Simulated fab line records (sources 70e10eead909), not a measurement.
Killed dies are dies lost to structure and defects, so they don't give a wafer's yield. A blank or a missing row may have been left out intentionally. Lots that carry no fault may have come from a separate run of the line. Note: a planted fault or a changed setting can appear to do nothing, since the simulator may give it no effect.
The tool behind it: which one? -- flow nand_harc -- 18 wafers from 6 lots sampled at 4 of the route's 1302 steps

## WHAT EACH GAUGE READ, for each wafer
NHARC_END_SORT_01.
lot,measured,on,killed_short
L864,day 27 18:38,prober-01,4 3 4
L866,day 28 15:52,prober-01,4 2 1
L871,day 30 10:31,prober-01,1 4 2

## EACH LOT AND THE TOOL THAT RAN IT (in order: tool; ch and the chambers of the sampled wafers; start)
lot,NHARC_A_BONDPAD_PVD_27,NHARC_THIN_TSV_CMP_01,NHARC_THIN_TSV_ETCH_44
L864,"pvd_sputter-01, day 26 11:51","cmp-04 ch 1,2, day 27 01:35","rie_diel-11 ch 0,3, day 27 03:07"
L866,"pvd_sputter-03, day 27 09:25","cmp-04 ch 1,2,3, day 27 21:45","rie_diel-09 ch 0,1,2, day 27 23:19"
L868,"pvd_sputter-02, day 28 07:37","cmp-04 ch 0,2,3, day 28 19:54","rie_diel-11 ch 1,3, day 28 21:28"
L869,"pvd_sputter-02, day 28 18:40","cmp-02 ch 0,1,2, day 29 18:13","rie_diel-02 ch 1,2,3, day 29 19:51"
L871,"pvd_sputter-02, day 29 03:18","cmp-04 ch 1, day 29 20:38","rie_diel-11 ch 0, day 29 22:25"
L875,"pvd_sputter-01, day 30 11:49","cmp-03 ch 0,1,3, day 31 00:23","rie_diel-11 ch 0,2,3, day 31 02:01"
- NHARC_A_BONDPAD_PVD_27: deposits Cu, target thk 30 nm, time 20.49 s.
- NHARC_THIN_TSV_CMP_01: polishes.
- NHARC_THIN_TSV_ETCH_44: etches the open film in CF4/O2, target depth 1594.2 nm, time 797.1 s.

## THE ANSWER, worked out from the rows above alone
Rule: what is usual is taken from the lots themselves. The widest of any qualifying gaps counts: lots, ordered by their means at a reading, are off when they make up no more than a third of the lots, leave a main group of 4 or more, and stand apart from it by 3 or more times the standard deviation of that group's means. Not used: any main group whose means are identical at the precision the tables above print for the reading. A lot without any number at a reading at which 4 lots or more have one is off too. The other lots that the step has rows for count as sound.
No lot is off at any reading shown: from this, nothing can be told.

## WHAT WAS PUT IN BY THE SIMULATOR
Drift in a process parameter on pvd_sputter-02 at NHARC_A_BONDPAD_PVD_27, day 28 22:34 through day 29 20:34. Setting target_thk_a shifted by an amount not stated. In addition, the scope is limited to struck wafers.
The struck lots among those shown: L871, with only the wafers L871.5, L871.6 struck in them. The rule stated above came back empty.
